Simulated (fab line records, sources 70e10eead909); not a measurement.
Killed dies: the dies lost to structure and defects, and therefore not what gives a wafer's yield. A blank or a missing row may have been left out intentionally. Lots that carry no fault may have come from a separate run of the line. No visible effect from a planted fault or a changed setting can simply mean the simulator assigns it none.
A lot that was struck, set against a sound lot | flow nand_harc | 15 steps out of a route of 1302
Sound: wafers L655.1, L655.2, L655.3. Wafers struck: L648.1, L648.3, L648.4. The cause comes at the end.
Each step with rows lists, per side, the tool, then ch with its chambers, then its first start. Under that, the readings that differ: sound wafers | struck wafers | difference of the means | sigmas: that difference in standard deviations of wafers without a fault.
alike: same words and numbers on both sides, and readings whose means sit less than 2 such deviations apart. not compared: any withheld reading, any reading some wafer has no value for, any bound like >300 that may hide the same value, and any number with overlapping values for which the record gives no deviation.
A row with sigmas, a row that says differs or no value, or rows on one side alone: a step with any of these is where the two part. When numbers do not overlap yet have no deviation, they are printed without sigmas and do not part them. A reading that every wafer of one side lacks parts them only if that side has two wafers or more.

first, 1 step without rows for these wafers: NHARC_P_M0_DEVELOP_08 (develop time 35 s).
NHARC_P_M0_CD_MEAS_09: target cd 90 nm.
  sound on cd_sem-03 ch 0, day 13 05:53; struck on cd_sem-01 ch 0, day 10 05:22
  alike: cd_nm
NHARC_P_M0_OVL_MEAS_10: pitch 180 nm.
  sound: overlay-02 at day 13 05:59; struck: overlay-02 at day 10 05:27
  alike: overlay_x_nm, overlay_y_nm
NHARC_P_M0_INSPECT_11:
  sound: defect_inspect-01 at day 13 06:01; struck: defect_inspect-01 at day 10 05:29
  alike: raw_defect_count
then, 1 step without rows for these wafers: NHARC_P_M0_DESCUM_14 (chemistry O2, time 3 s).
NHARC_P_M0_ETCH_34: etches the open film in N2/H2, target depth 40 nm, overetch 12 nm, time 43.94 s.
  sound on rie_diel-02 ch 0,1,3, day 13 06:10; struck on rie_diel-03 ch 0,2,3, day 10 05:38
  reading                | sound   | struck   | difference | sigmas
  rf_hours_counter_h (h) | 12 8 11 | 36 38 34 | +26        |
  alike: drypump_motor_current_A, oes_product_au, rf_vpp_V, showerhead_plenum_p_Torr, throttle_valve_pct
NHARC_P_M0_ETCH_15: etches the open film in C4F8/Ar, target depth 150 nm, overetch 15 nm, time 82.5 s.
  sound: rie_diel-02 ch 0,1,2; struck: rie_diel-03 ch 1,2,3
  reading                | sound    | struck   | difference | sigmas
  rf_hours_counter_h (h) | 11 12 12 | 34 40 36 | +25        |
  alike: oes_product_au, rf_vpp_V
NHARC_P_M0_CD_MEAS_16:
  sound: cd_sem-01 at day 13 06:23; struck: cd_sem-02 at day 10 05:51
  alike: cd_nm
NHARC_P_M0_STRIP_18: strips in N2/H2.
  sound on rie_diel-13 ch 0,1,3, day 13 06:27; struck on rie_diel-13 ch 0,1,2, day 10 05:55
  reading                | sound    | struck   | difference | sigmas
  rf_hours_counter_h (h) | 37 38 38 | 11 13 13 | -25        |
  alike: drypump_motor_current_A, oes_product_au, rf_vpp_V, showerhead_plenum_p_Torr, throttle_valve_pct
then, 2 steps without rows for these wafers: NHARC_P_M0_STRIP_19 (strips in post etch residue remover, time 600 s); NHARC_P_M0_DEGAS_28 (time 60 s).
NHARC_P_M0_PRE_CLEAN_29: time 30 s.
  sound on pvd_sputter-02; struck on pvd_sputter-02
  alike: heater_power_w, susceptor_temp_C
NHARC_P_M0_PVD_20: deposits TaN, target thk 5 nm, time 8.06 s.
  sound: pvd_sputter-02 at day 13 07:07; struck: pvd_sputter-02 at day 10 06:52
  alike: bias_v, throttle_valve_pct
NHARC_P_M0_PVD_21: deposits Cu, target thk 30 nm, time 20.49 s.
  sound on pvd_sputter-02; struck on pvd_sputter-02
  alike: throttle_valve_pct
-- record jumps: 18 days between struck wafers' starts before vs after; left off in module P_M0, resumes in module END, first step shown is number 1302 of the route --
NHARC_END_SORT_01:
  sound on prober-02 ch 0, day 32 05:46; struck on prober-02 ch 0, day 28 10:55
  alike: defect_limited_yield, killed_at_array, killed_at_other, killed_at_periphery, killed_dies, killed_open, killed_short

## WHERE THEY PART
Nowhere in this record.

WHY: whatever the simulator had introduced
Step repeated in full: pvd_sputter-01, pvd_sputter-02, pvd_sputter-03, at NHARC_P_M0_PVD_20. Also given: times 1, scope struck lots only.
